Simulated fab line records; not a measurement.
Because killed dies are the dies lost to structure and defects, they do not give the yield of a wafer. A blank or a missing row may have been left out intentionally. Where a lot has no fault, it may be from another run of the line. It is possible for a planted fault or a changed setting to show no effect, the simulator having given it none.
Chamber matching ; flow n5_finfet ; N5_BEOL_M10_ETCH_61 on rie_diel-03 has 4 sister chambers
The step etches SiARC in CF4, target depth 39 nm, time 65 s. 4 wafers are shown with their chamber, then 7 later ones without.

EACH WAFER AND ITS CHAMBER
wafer;chamber;showerhead_plenum_p_Torr (Torr)
L080.3;0;1.96
L085.5;2;2.13
L089.1;3;2.20
L089.5;1;2.17

WAFERS MISSING THEIR CHAMBER
wafer;showerhead_plenum_p_Torr (Torr)
L089.6;2.12
L094.2;2.19
L094.3;2.17
L094.4;1.95
L090.1;1.95
L090.4;2.19
L090.6;2.17

WHICH CHAMBER EACH ONE RAN IN
wafer;from the rows above;in truth
L089.6;2;2
L094.2;can't be placed: 3 or 1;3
L094.3;1;1
L094.4;0;0
L090.1;0;0
L090.4;can't be placed: 3 or 1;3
L090.6;1;1
Correctly placed: 5 of 7. Not placeable from these rows: 2 (in 2, the candidates include the true chamber). Number placed wrongly: 0.
How it was worked out, from the rows above alone: a wafer's distance from a chamber is the root of the sum, over the readings, of the square of ((its reading less the chamber's mean) divided by the reading's scatter). The wafer belongs to the nearest chamber; if the next one is less than 2 further off, it can't be placed. The mean given for a chamber averages the wafers shown for that chamber. The scatter: with one shown wafer a chamber, the root of the mean of the squares of how far each hidden wafer lies from its nearest shown one.
